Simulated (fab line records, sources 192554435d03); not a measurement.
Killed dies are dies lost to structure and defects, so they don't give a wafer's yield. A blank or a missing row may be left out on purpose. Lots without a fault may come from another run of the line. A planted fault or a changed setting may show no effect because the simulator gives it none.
fab line records | flow n5_finfet
record lots=7 wafers=21
route steps=1938 shown BEOL_M4@1027 BEOL_M5@1116 BEOL_M6@1201 BEOL_M7@1266
start_h: hours from the record's first day to the start of the lot's first wafer shown | wait_h: hours since the lot's step before | " the same as in the row above | L1.1+2: a row that stands for several wafers | - no value, or no start given | * or withheld: withheld | < > ~ a bound
route shown NAME@n: a module of which the file shows steps, and the number in the route of the first | usual: mean/standard deviation of fault-free wafers | same: alike in all rows | chamber/n: place in a boat | sites: the reading at each site | _std_site: their standard deviation | _edge_site: outer sites' mean less inner sites' | radius_mm: how far each site lies from the wafer's centre | mask NAME#n: copy n | behind: the tool/chamber that last shaped the wafer | hold: why the lot was held/for how many hours/how that ended | device: the transistor (n, p or np) that didn't switch | end of line: the same wafers' tests at the end of the route | a step without rows: its recipe alone | killed: dies lost to structure and defects at the first sort, not the wafer's yield | map: a wafer's dies, x killed, . not, _ none there
set.NAME: the setting as run; set.NAME@STEP: as run at that earlier step | model.NAME: the simulator's own value behind a step, which no gauge read
lots whose settings were changed on purpose; a table a step, a row a wafer
## steps
# step N5_BEOL_M4_COAT_73
# recipe resist=underlayer temp_c=205 time_s=60 spin_rpm=1500 resist_thk_nm=5
# columns lot.wafer tool chamber start_h wait_h set.spin_rpm
L077.1+5 litho_track-02 0 - - 1500
L077.3 " 0 " " 1443
L074.1+6 litho_track-05 0 - - 1500
L074.4 " 0 " " 1458
L079.1+3+4 litho_track-04 0 - - 1500
L081.1+3 litho_track-04 0 - - 1559
L081.6 " 0 " " 1500
L087.1+2 litho_track-02 0 - - 1500
L087.3 " 0 " " 1603
L088.2+3+6 litho_track-04 0 - - 1500
L092.1 litho_track-04 0 - - 1451
L092.5+6 " 0 " " 1500
# step N5_BEOL_M4_COAT_05
# recipe resist=CAR-EUV spin_rpm=1500 resist_thk_nm=30
# step N5_BEOL_M4_EBR_07
# recipe solvent=PGMEA ebr_width_mm=1.5
# step N5_BEOL_M4_DESCUM_16
# recipe chemistry=O2 time_s=7 source_power_w=50 bias_power_w=20 pressure_mtorr=20 rf_frequency_hz=2.712e+07 temp_c=40 resist=CAR-EUV o2_flow_sccm=225
# step N5_BEOL_M4_ETCH_74
# recipe chemistry=N2/H2 target=underlayer target_depth_a=65 mask_material=CAR-EUV time_s=5.2 ion_energy_ev=200 pressure_mtorr=30 source_w=840 bias_w=150 n2_flow_sccm=200 h2_flow_sccm=200 ends=cleared
# columns lot.wafer tool chamber start_h wait_h set.spin_rpm@BEOL_M4_COAT_73 model.etch.depth_nm
L077.1 rie_diel-04 0 170.87 0.0 1500 4.991
L077.3 " 1 " " 1443 5.115
L077.5 " 0 " " 1500 5.009
L074.1 rie_diel-04 2 171.52 0.0 1500 4.997
L074.4 " 0 " " 1458 5.059
L074.6 " 2 " " 1500 4.989
L079.1 rie_diel-04 1 185.00 0.0 1500 4.984
L079.3 " 0 " " 1500 4.997
L079.4 " 3 " " 1500 4.989
L081.1 rie_diel-04 1 200.95 0.0 1559 4.889
L081.3 " 2 " " 1559 4.874
L081.6 " 1 " " 1500 4.984
L087.1 rie_diel-02 1 243.97 0.0 1500 5.035
L087.2 " 0 " " 1500 5.026
L087.3 " 2 " " 1603 4.872
L088.2 rie_diel-04 2 255.28 0.0 1500 5.011
L088.3 " 3 " " 1500 5.006
L088.6 " 3 " " 1500 5.007
L092.1 rie_diel-03 2 263.64 0.0 1451 5.101
L092.5 " 1 " " 1500 4.99
L092.6 " 2 " " 1500 5.019
# step N5_BEOL_M5_HM_DEP_02
# recipe material=TiN target_thk_a=200 temp_c=25 chamber_pressure_pa=0.49996
# columns lot.wafer tool chamber start_h wait_h set.target_thk_a model.TiN_of_BEOL_M5_HM_DEP_02.thk_nm
L077.1+5 pvd_sputter-02 - 179.75 0.7 200 19.8
L077.3 " - " " 200 19.6
L074.1 pvd_sputter-03 - 180.00 0.3 200 19.8
L074.4 " - " " 200 20
L074.6 " - " " 220.7 21.8
L079.1+3 pvd_sputter-01 - 202.45 0.0 200 19.8
L079.4 " - " " 200 20
L081.1+6 pvd_sputter-02 - 212.24 1.2 200 19.8
L081.3 " - " " 200 20
L087.1+3 pvd_sputter-02 - 257.37 0.8 200 19.8
L087.2 " - " " 200 19.6
L088.2+3 pvd_sputter-02 - 265.01 1.5 200 19.8
L088.6 " - " " 200 20
L092.1 pvd_sputter-02 - 276.32 0.3 218.6 22
L092.5 " - " " 200 20
L092.6 " - " " 218.6 21.8
# step N5_BEOL_M5_COAT_71
# recipe resist=underlayer temp_c=205 time_s=60 spin_rpm=1500 resist_thk_nm=5
# columns lot.wafer tool chamber start_h wait_h set.spin_rpm
L077.1+3 litho_track-02 0 - - 1500
L077.5 " 0 " " 1662
L074.1 litho_track-02 0 - - 1583
L074.4+6 " 0 " " 1500
L079.1+3 litho_track-01 0 - - 1448
L079.4 " 0 " " 1500
L081.1+6 litho_track-02 0 - - 1333
L081.3 " 0 " " 1500
L087.1+2+3 litho_track-02 0 - - 1500
L088.2+3+6 litho_track-01 0 - - 1500
L092.1+5+6 litho_track-02 0 - - 1500
# step N5_BEOL_M5_COAT_05
# recipe resist=CAR-EUV spin_rpm=1500 resist_thk_nm=30
# step N5_BEOL_M5_EBR_07
# recipe solvent=PGMEA ebr_width_mm=1.5
# step N5_BEOL_M5_DESCUM_16
# recipe chemistry=O2 time_s=7 source_power_w=50 bias_power_w=20 pressure_mtorr=20 rf_frequency_hz=2.712e+07 temp_c=40 resist=CAR-EUV o2_flow_sccm=225
# step N5_BEOL_M5_ETCH_72
# recipe chemistry=N2/H2 target=underlayer target_depth_a=65 mask_material=CAR-EUV time_s=5.2 ion_energy_ev=200 pressure_mtorr=30 source_w=840 bias_w=150 n2_flow_sccm=200 h2_flow_sccm=200 ends=cleared
# columns lot.wafer tool chamber start_h wait_h set.spin_rpm@BEOL_M5_COAT_71 model.etch.depth_nm
L077.1 rie_diel-05 1 180.58 0.0 1500 5.009
L077.3 " 2 " " 1500 5.01
L077.5 " 3 " " 1662 4.763
L074.1 rie_diel-06 3 180.67 0.0 1583 4.887
L074.4 " 0 " " 1500 5.007
L074.6 " 1 " " 1500 5.016
L079.1 rie_diel-06 0 203.50 0.0 1448 5.093
L079.3 " 3 " " 1448 5.091
L079.4 " 0 " " 1500 5.005
L081.1 rie_diel-06 1 213.01 0.0 1333 5.293
L081.3 " 0 " " 1500 4.999
L081.6 " 1 " " 1333 5.31
L087.1+2 rie_diel-06 2,1 258.08 0.0 1500 5.01
L087.3 " 3 " " 1500 5.013
L088.2 rie_diel-06 2 265.56 0.0 1500 4.994
L088.3 " 0 " " 1500 4.998
L088.6 " 3 " " 1500 4.995
L092.1 rie_diel-05 2 277.02 0.0 1500 5.03
L092.5 " 0 " " 1500 5.018
L092.6 " 1 " " 1500 5.019
# step N5_BEOL_M5_ETCH_61
# recipe chemistry=CF4 target=SiARC target_depth_a=156 mask_material=CAR-EUV time_s=26 ion_energy_ev=80 pressure_mtorr=40 source_w=545 bias_w=36 Ar_flow_sccm=100 cf4_flow_sccm=100 ends=cleared
# step N5_BEOL_M5_ETCH_62
# recipe chemistry=N2/H2 target=SOC target_depth_a=750 overetch_a=150 mask_material=SiARC temp_c=40 time_s=112.5 ion_energy_ev=200 pressure_mtorr=30 source_w=840 bias_w=150 n2_flow_sccm=200 h2_flow_sccm=200
# step N5_BEOL_M5_STRIP_73
# recipe chemistry=N2/H2 temp_c=40 n2_flow_sccm=200 h2_flow_sccm=200 rf_frequency_hz=6e+07
# step N5_BEOL_M5_STRIP_64
# recipe chemistry=CF4 resist=SiARC power_w=300 bias_power_w=75 pressure_mtorr=50 cf4_flow_sccm=150 rf_frequency_hz=6e+07
# step N5_BEOL_M5_HM_OPEN_17
# recipe chemistry=Cl2/BCl3 target_depth_a=200 overetch_a=60 target=TiN mask_material=SOC ion_energy_ev=150 pressure_mtorr=10 icp_w=1000 bias_w=126 Cl2_flow_sccm=53.25 bcl3_flow_sccm=21.75 Ar_flow_sccm=25
# columns lot.wafer tool chamber start_h wait_h set.target_thk_a@BEOL_M5_HM_DEP_02 model.etch.depth_nm
L077.1 rie_metal-01 0 180.79 0.0 200 19.75
L077.3 " 0 " " 200 19.66
L077.5 " 1 " " 200 19.9
L074.1 rie_metal-03 0 180.90 0.0 200 19.77
L074.4 " 1 " " 200 19.94
L074.6 " 1 " " 220.7 21.7
L079.1 rie_metal-03 1 203.72 0.0 200 19.9
L079.3 " 1 " " 200 19.75
L079.4 " 0 " " 200 20.01
L081.1 rie_metal-01 1 213.22 0.0 200 19.76
L081.3 " 0 " " 200 19.94
L081.6 " 0 " " 200 19.86
L087.1 rie_metal-01 0 258.29 0.0 200 19.7
L087.2 " 1 " " 200 19.67
L087.3 " 0 " " 200 19.87
L088.2 rie_metal-01 0 265.77 0.0 200 19.79
L088.3 " 1 " " 200 19.86
L088.6 " 1 " " 200 20.01
L092.1 rie_metal-03 0 277.24 0.0 218.6 22.06
L092.5 " 0 " " 200 19.97
L092.6 " 1 " " 218.6 21.82
# step N5_BEOL_M5_ETCH_41
# recipe chemistry=CH3F/O2 target=SiCN target_depth_a=315 taper_deg=2 time_s=56.7 ion_energy_ev=120 mask_material=TiN pressure_mtorr=30 source_w=395 bias_w=75 Ar_flow_sccm=150 CH3F_flow_sccm=30 O2_flow_sccm=20
# usual rf_vpp_V=297.1/1.8
# columns lot.wafer tool chamber start_h wait_h set.source_w rf_vpp_V
L077.1 rie_diel-06 2 - - 395 294.7
L077.3 " 0 " " 395 298.1
L077.5 " 0 " " 416.1 293.3
L074.1 rie_diel-01 3 - - 325.4 318.1
L074.4 " 1 " " 325.4 315.4
L074.6 " 1 " " 395 296.5
L079.1 rie_diel-01 3 - - 330.4 314.9
L079.3 " 0 " " 330.4 312.3
L079.4 " 1 " " 395 297.5
L081.1 rie_diel-06 3 - - 430.6 286.9
L081.3 " 0 " " 430.6 287.5
L081.6 " 0 " " 395 297.5
L087.1 rie_diel-06 1 - - 395 296.5
L087.2 " 2 " " 395 294.6
L087.3 " 3 " " 430.5 288.8
L088.2 rie_diel-05 1 - - 395 297.2
L088.3 " 0 " " 395 300.3
L088.6 " 0 " " 395 301.3
L092.1 rie_diel-05 0 - - 395 300.8
L092.5 " 1 " " 429.1 290.6
L092.6 " 2 " " 395 300.8
# step N5_BEOL_M6_COAT_05
# recipe resist=CAR-ArF spin_rpm=1500 resist_thk_nm=90
# columns lot.wafer tool chamber start_h wait_h set.spin_rpm model.CAR-ArF_of_BEOL_M6_COAT_05.thk_nm
L074.1 litho_track-05 0 - - 1500 90.4
L074.4+6 " 0 " " 1500 90
L077.1 litho_track-04 0 - - 1649 86
L077.3+5 " 0 " " 1649 85.8
L079.1+3+4 litho_track-05 0 - - 1500 90
L081.1 litho_track-03 0 - - 1500 90
L081.3 " 0 " " 1402 93.2
L081.6 " 0 " " 1500 90.2
L087.1+3 litho_track-03 0 - - 1500 90.2
L087.2 " 0 " " 1640 86.2
L088.2+6 litho_track-03 0 - - 1500 90.4
L088.3 " 0 " " 1500 90.2
L092.1+5 litho_track-05 0 - - 1343 95.4
L092.6 " 0 " " 1500 90
# step N5_BEOL_M6_EBR_07
# recipe solvent=PGMEA ebr_width_mm=1.5
# step N5_BEOL_M6_SOFTBAKE_06
# recipe temp_c=110 time_s=60 resist=CAR-ArF
# step N5_BEOL_M6_DESCUM_16
# recipe chemistry=O2 time_s=7.9 source_power_w=50 bias_power_w=20 pressure_mtorr=20 rf_frequency_hz=2.712e+07 temp_c=40 resist=CAR-ArF o2_flow_sccm=225
# columns lot.wafer tool chamber start_h wait_h set.spin_rpm@BEOL_M6_COAT_05 model.CAR-ArF_of_BEOL_M6_COAT_05.thk_nm
L074.1 rie_diel-03 1 194.11 0.3 1500 84
L074.4+6 " 3 " " 1500 83.6
L077.1 rie_diel-04 1 194.17 0.3 1649 79.4
L077.3+5 " 0,1 " " 1649 79.2
L079.1+3 rie_diel-04 3,0 219.15 0.2 1500 83.4
L079.4 " 3 " " 1500 83.2
L081.1+6 rie_diel-04 0 228.09 0.6 1500 83.6
L081.3 " 1 " " 1402 86.6
L087.1+3 rie_diel-03 3,0 271.69 0.0 1500 83.8
L087.2 " 2 " " 1640 79.6
L088.2+6 rie_diel-02 2,0 278.86 0.0 1500 83.8
L088.3 " 1 " " 1500 83.6
L092.1 rie_diel-02 0 287.33 0.1 1343 88.8
L092.5 " 3 " " 1343 89
L092.6 " 0 " " 1500 83.4
# step N5_BEOL_M6_ETCH_62
# recipe chemistry=N2/H2 target=SOC target_depth_a=1100 overetch_a=220 mask_material=SiARC temp_c=40 time_s=165 ion_energy_ev=200 pressure_mtorr=30 source_w=840 bias_w=150 n2_flow_sccm=200 h2_flow_sccm=200
# usual rf_vpp_V=524.3/2.7
# columns lot.wafer tool chamber start_h wait_h set.bias_w rf_vpp_V model.SiARC_of_BEOL_M6_COAT_60.thk_nm
L074.1 rie_diel-03 1 194.20 0.0 176.7 581.9 26.8
L074.4 " 3 " " 150 523.7 28.4
L074.6 " 3 " " 176.7 582.7 26.8
L077.1 rie_diel-04 1 194.26 0.0 150 526.4 28.4
L077.3 " 0 " " 150 528.2 28
L077.5 " 1 " " 143.2 511.0 28.6
L079.1 rie_diel-04 3 219.24 0.0 150 521.4 28.4
L079.3 " 0 " " 150 528.2 27.8
L079.4 " 3 " " 150 522.2 28.2
L081.1 rie_diel-04 0 228.18 0.0 150 527.3 28.2
L081.3 " 1 " " 150 525.8 28.4
L081.6 " 0 " " 160.2 550.9 27.6
L087.1 rie_diel-03 3 271.78 0.0 129.3 478.0 29.8
L087.2 " 2 " " 150 522.4 28.2
L087.3 " 0 " " 150 521.9 28.2
L088.2 rie_diel-02 2 278.95 0.0 150 519.7 28.6
L088.3 " 1 " " 150 528.0 28.2
L088.6 " 0 " " 150 524.7 28
L092.1 rie_diel-02 0 287.42 0.0 176.9 581.7 26.6
L092.5 " 3 " " 150 525.5 28.6
L092.6 " 0 " " 176.9 580.2 26.6
# step N5_BEOL_M7_PECVD_70
# recipe material=SiO2 target_thk_a=200 temp_c=400 precursor=TEOS/O2 pressure_torr=5.5 rf_w=450 teos_flow_sccm=53.8 gas=O2 flow_sccm=3000 time_s=22.7
# columns lot.wafer tool chamber start_h wait_h set.temp_c model.SiO2_of_BEOL_M7_PECVD_70.thk_nm
L077.1 pecvd-04 2 200.15 0.0 415.1 18.2
L077.3 " 1 " " 400 20
L077.5 " 1 " " 415.1 18.6
L074.1 pecvd-02 1 200.63 0.0 385.5 22
L074.4 " 2 " " 385.5 22.2
L074.6 " 1 " " 385.5 22.4
L079.1 pecvd-01 0 225.13 0.0 400 19.8
L079.3 " 1 " " 400 19.6
L079.4 " 0 " " 400 20
L081.1 pecvd-01 1 234.27 0.0 400 19.6
L081.3 " 2 " " 400 20.2
L081.6 " 0 " " 400 20.4
L087.1 pecvd-04 0 278.45 0.0 417.2 17.8
L087.2 " 1 " " 417.2 17.6
L087.3 " 2 " " 400 20
L088.2 pecvd-01 2 284.43 0.0 400 19.6
L088.3 " 0 " " 400 19.8
L088.6 " 1 " " 400 20
L092.1 pecvd-02 0 293.99 0.0 407.8 18.6
L092.5 " 0 " " 407.8 18.8
L092.6 " 2 " " 400 20.2
# step N5_BEOL_M7_COAT_05
# recipe resist=CAR-ArF spin_rpm=1500 resist_thk_nm=90
# columns lot.wafer tool chamber start_h wait_h set.spin_rpm model.CAR-ArF_of_BEOL_M7_COAT_05.thk_nm
L077.1+5 litho_track-04 0 - - 1500 90.2
L077.3 " 0 " " 1403 93.4
L074.1 litho_track-02 0 - - 1658 85.2
L074.4 " 0 " " 1658 85.6
L074.6 " 0 " " 1500 89.8
L079.1 litho_track-02 0 - - 1500 90.4
L079.3 " 0 " " 1579 88.4
L079.4 " 0 " " 1500 90.8
L081.1 litho_track-01 0 - - 1500 90
L081.3 " 0 " " 1337 95.6
L081.6 " 0 " " 1500 90.2
L087.1+2+3 litho_track-04 0 - - 1500 90.2
L088.2+6 litho_track-02 0 - - 1500 90.2
L088.3 " 0 " " 1500 90.6
L092.1+5 litho_track-02 0 - - 1593 87.8
L092.6 " 0 " " 1593 87.6
# step N5_BEOL_M7_EBR_07
# recipe solvent=PGMEA ebr_width_mm=1.5
# step N5_BEOL_M7_SOFTBAKE_06
# recipe temp_c=110 time_s=60 resist=CAR-ArF
# step N5_BEOL_M7_EXPOSE_08
# recipe mask_id=M7 na=1.35 source_shape=dipole sigma_inner=0.817 sigma_outer=0.97 polarization=te dose_mj=68.25
# step N5_BEOL_M7_PEB_09
# recipe peb_temp_c=withheld peb_time_s=60 resist=CAR-ArF
# step N5_BEOL_M7_DEVELOP_10
# recipe develop_time_s=30 developer=TMAH resist=CAR-ArF rinse_liquid=diw dry=air_spin dev_temp_c=23
# columns lot.wafer tool chamber start_h wait_h set.spin_rpm@BEOL_M7_COAT_05 model.CAR-ArF_of_BEOL_M7_COAT_05.thk_nm
L077.1+5 litho_track-02 0 - - 1500 88.6
L077.3 " 0 " " 1403 91.6
L074.1 litho_track-01 0 - - 1658 83.6
L074.4 " 0 " " 1658 83.8
L074.6 " 0 " " 1500 88.2
L079.1 litho_track-01 0 - - 1500 88.8
L079.3 " 0 " " 1579 86.6
L079.4 " 0 " " 1500 89.2
L081.1 litho_track-02 0 - - 1500 88.2
L081.3 " 0 " " 1337 94
L081.6 " 0 " " 1500 88.6
L087.1+3 litho_track-02 0 - - 1500 88.6
L087.2 " 0 " " 1500 88.4
L088.2 litho_track-04 0 - - 1500 88.4
L088.3 " 0 " " 1500 88.8
L088.6 " 0 " " 1500 88.6
L092.1+5+6 litho_track-01 0 - - 1593 86
# step N5_BEOL_M7_STRIP_80
# recipe chemistry=N2/H2 time_s=10 power_w=450 temp_c=40 pressure_mtorr=20 rf_frequency_hz=6e+07 bias_power_w=7 n2_flow_sccm=200 h2_flow_sccm=200
# step N5_BEOL_M7_HM_STRIP_39
# recipe chemistry=peroxide_tin_strip material=TiN target_depth_a=250 temp_c=50 time_s=158
# columns lot.wafer tool chamber start_h wait_h set.temp_c@BEOL_M7_PECVD_70 model.SiO2_of_BEOL_M7_PECVD_70.thk_nm
L077.1 wet_bench-02 6 202.31 0.0 415.1 18
L077.3 " 1 " " 400 19.8
L077.5 " 5 " " 415.1 18.4
L074.1+4 wet_bench-02 2,0 203.30 0.0 385.5 22
L074.6 " 1 " " 385.5 22.2
L079.1 wet_bench-02 6 230.91 0.0 400 19.6
L079.3 " 2 " " 400 19.4
L079.4 " 3 " " 400 19.8
L081.1 wet_bench-02 4 237.51 0.0 400 19.4
L081.3 " 3 " " 400 20
L081.6 " 5 " " 400 20.2
L087.1+2 wet_bench-02 6,7 281.42 0.0 417.2 17.6
L087.3 " 0 " " 400 19.8
L088.2 wet_bench-04 3 290.99 0.0 400 19.4
L088.3+6 " 1,2 " " 400 19.8
L092.1+5 wet_bench-04 5,3 298.00 0.0 407.8 18.6
L092.6 " 2 " " 400 20
## key
split step=N5_BEOL_M4_COAT_73 setting=spin_rpm stated=1500 by=wafer
response step=N5_BEOL_M4_ETCH_74 reading=model.etch.depth_nm change=-0.0254 per=1% r=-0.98
split step=N5_BEOL_M5_HM_DEP_02 setting=target_thk_a stated=200 by=wafer
response step=N5_BEOL_M5_HM_DEP_02 reading=model.TiN_of_BEOL_M5_HM_DEP_02.thk_nm change=+0.193 per=1% r=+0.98
response step=N5_BEOL_M5_HM_OPEN_17 reading=model.etch.depth_nm change=+0.194 per=1% r=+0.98
split step=N5_BEOL_M5_COAT_71 setting=spin_rpm stated=1500 by=wafer
response step=N5_BEOL_M5_ETCH_72 reading=model.etch.depth_nm change=-0.0248 per=1% r=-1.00
split step=N5_BEOL_M5_ETCH_41 setting=source_w stated=395 by=wafer
response step=N5_BEOL_M5_ETCH_41 reading=rf_vpp_V change=-1.04 per=1% r=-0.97
split step=N5_BEOL_M6_COAT_05 setting=spin_rpm stated=1500 by=wafer
response step=N5_BEOL_M6_COAT_05 reading=model.CAR-ArF_of_BEOL_M6_COAT_05.thk_nm change=-0.477 per=1% r=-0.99
response step=N5_BEOL_M6_DESCUM_16 reading=model.CAR-ArF_of_BEOL_M6_COAT_05.thk_nm change=-0.486 per=1% r=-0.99
split step=N5_BEOL_M6_ETCH_62 setting=bias_w stated=150 by=wafer
response step=N5_BEOL_M6_ETCH_62 reading=rf_vpp_V change=+3.22 per=1% r=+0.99
response step=N5_BEOL_M6_ETCH_62 reading=model.SiARC_of_BEOL_M6_COAT_60.thk_nm change=-0.104 per=1% r=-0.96
split step=N5_BEOL_M7_PECVD_70 setting=temp_c stated=400 by=wafer
response step=N5_BEOL_M7_PECVD_70 reading=model.SiO2_of_BEOL_M7_PECVD_70.thk_nm change=-0.516 per=1% r=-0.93
response step=N5_BEOL_M7_HM_STRIP_39 reading=model.SiO2_of_BEOL_M7_PECVD_70.thk_nm change=-0.499 per=1% r=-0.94
split step=N5_BEOL_M7_COAT_05 setting=spin_rpm stated=1500 by=wafer
response step=N5_BEOL_M7_COAT_05 reading=model.CAR-ArF_of_BEOL_M7_COAT_05.thk_nm change=-0.463 per=1% r=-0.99
response step=N5_BEOL_M7_DEVELOP_10 reading=model.CAR-ArF_of_BEOL_M7_COAT_05.thk_nm change=-0.47 per=1% r=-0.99
